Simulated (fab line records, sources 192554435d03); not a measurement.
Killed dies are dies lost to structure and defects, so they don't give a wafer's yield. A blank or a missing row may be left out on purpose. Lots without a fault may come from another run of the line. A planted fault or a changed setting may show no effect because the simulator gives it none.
A struck lot beside a sound one | flow n5_finfet | 38 steps out of a route of 1938
Sound: wafers L268.2, L268.4, L268.6. Struck: wafer L273.4. (L273.1, L273.6 of the same lot were not struck and are left out.) The cause comes at the end.
At each step with rows: each side's tool, then ch and its chambers, then its first start. Under that, the readings that differ: sound wafers | struck wafers | difference of the means | sigmas: that difference in standard deviations of wafers without a fault.
alike: readings whose means differ by less than 2 such deviations, and words and numbers that are the same on both sides. not compared: withheld readings, readings that some wafer has no value for, bounds like >300 that may hide the same value, and numbers for which the record gives no deviation and whose values overlap.
The two part at a step that has a row with sigmas, a row that says differs or no value, or rows on one side only. Numbers that don't overlap but have no deviation are shown without sigmas and don't part them. A reading that every wafer of one side lacks parts them only if that side has two wafers or more.

first, 11 steps without rows for these wafers: N5_BEOL_M8_CURE_75 (cures SiCOH lowk, time 120 s); N5_BEOL_M8_DEGAS_44 (time 60 s); N5_BEOL_M8_PRE_CLEAN_45 (time 30 s); N5_BEOL_M8_ALD_77 (deposits TaN, target thk 2 nm, pulse time 2 s, purge time 3 s); N5_BEOL_M8_SURFACE_TREAT_79; N5_BEOL_M8_CVD_78 (deposits Co from CCTBA/H2, target thk 2 nm, time 142.3 s); N5_BEOL_M8_SPUTTER_48 (material Cu, target thk 10 nm, time 1.667 s); N5_BEOL_M8_ECD_50 (material Cu, target thk 300 nm); N5_BEOL_M8_ANNEAL_51 (time 90 s); N5_BEOL_M8_CMP_52 (polishes, stops on SiCOH lowk, t overpolish 6.9 s, target thk 80 nm); N5_BEOL_M8_PRE_CLEAN_55 (time 15 s).
N5_BEOL_M8_DEP_56: deposits SiCN from 3MS/NH3, target thk 10 nm, time 17.5 s.
  sound on pecvd-02 ch 0,1, day 11 09:02; struck on pecvd-01 ch 1, day 12 23:35
  alike: rf_fwd_power_W, showerhead_plenum_p_Torr, throttle_valve_pct
N5_BEOL_M8_INSPECT_58: inspects for defects (darkfield).
  sound on defect_inspect-01, day 11 09:08; struck on defect_inspect-02, day 12 23:41
  reading          | sound    | struck | difference | sigmas
  raw_defect_count | 84 63 77 | 469    | +394       | +18
then, 12 steps without rows for these wafers: N5_BEOL_M9_ILD_DEP_00 (deposits SiCOH lowk from DEMS/porogen, target thk 308.51 nm, time 58 s); N5_BEOL_M9_CURE_71 (cures SiCOH lowk, time 240 s); N5_BEOL_M9_PECVD_70 (deposits SiO2 from TEOS/O2, target thk 20 nm, time 22.7 s); N5_BEOL_M9_HM_DEP_02 (deposits TiN, target thk 20 nm); N5_BEOL_M9_COAT_59 (time 60 s, resist thk 100 nm); N5_BEOL_M9_COAT_60 (time 60 s, resist thk 30 nm); N5_BEOL_M9_COAT_05 (resist thk 90 nm); N5_BEOL_M9_EBR_07; N5_BEOL_M9_SOFTBAKE_06 (time 60 s); N5_BEOL_M9_EXPOSE_08 (exposes mask M9); N5_BEOL_M9_PEB_09 (peb time 60 s); N5_BEOL_M9_DEVELOP_10 (develop time 30 s).
N5_BEOL_M9_INSPECT_13: inspects for defects (brightfield).
  sound on defect_inspect-01, day 11 13:32; struck on defect_inspect-02, day 13 02:23
  reading          | sound       | struck | difference | sigmas
  raw_defect_count | 418 343 466 | 823    | +414       | +5
then, 10 steps without rows for these wafers: N5_BEOL_M9_DESCUM_16 (chemistry O2, time 7.9 s); N5_BEOL_M9_ETCH_61 (etches SiARC in CF4, target depth 39 nm, time 65 s); N5_BEOL_M9_ETCH_62 (etches SOC in N2/H2, target depth 110 nm, overetch 22 nm, time 165 s); N5_BEOL_M9_STRIP_68 (strips in N2/H2); N5_BEOL_M9_STRIP_67 (strips in CF4); N5_BEOL_M9_HM_OPEN_17 (chemistry Cl2/BCl3, target TiN, target depth 20 nm, overetch 6 nm); N5_BEOL_M9_STRIP_19 (strips in O2); N5_BEOL_M9_COAT_63 (time 60 s, resist thk 60 nm); N5_BEOL_M9_COAT_64 (time 60 s, resist thk 12 nm); N5_BEOL_M9_COAT_75 (time 60 s, resist thk 5 nm).
N5_BEOL_M9_INSPECT_30: inspects for defects (brightfield).
  sound on defect_inspect-01, day 11 18:30; struck on defect_inspect-02, day 13 03:35
  reading          | sound       | struck | difference | sigmas
  raw_defect_count | 412 350 486 | 851    | +435       | +5
-- the record jumps here: 3 days lie between the struck wafers' starts before and after (it left off in module BEOL_M9 and takes up again in module PASSIVATION, whose first step shown is number 1936 of the route) --
N5_PASSIVATION_PROBE_49:
  sound on prober-02, day 14 03:28; struck on prober-02, day 16 01:26
  reading                  | sound          | struck | difference | sigmas
  defect_limited_yield (%) | 88.6 90.8 91.6 | 84.0   | -6.3       | -5
  killed_at_M4_up          | 17 11 28       | 83     | +64        | +12
  killed_at_other          | 3 0 0          | 9      | +8         | +2
  killed_dies              | 134 108 99     | 189    | +75        | +5
  killed_on_rim            | 20 14 14       | 35     | +19        | +5
  sort_bin_5_function (%)  | 6.6 5.5 5.4    | 10.3   | +4.5       | +5
  sort_n_pass              | 1046 1072 1081 | 991    | -75        | -5
  sort_yield_pct (%)       | 88.6 90.8 91.6 | 84.0   | -6.3       | -5
  alike: killed_at_M0_to_M3, killed_at_contacts, killed_at_front_end, killed_open, killed_short, sort_bin_6_memory, sort_bin_8_speed

WHERE THEY PART
First at N5_BEOL_M8_INSPECT_58; last, within this record, at N5_PASSIVATION_PROBE_49.

WHY: what the simulator had put in
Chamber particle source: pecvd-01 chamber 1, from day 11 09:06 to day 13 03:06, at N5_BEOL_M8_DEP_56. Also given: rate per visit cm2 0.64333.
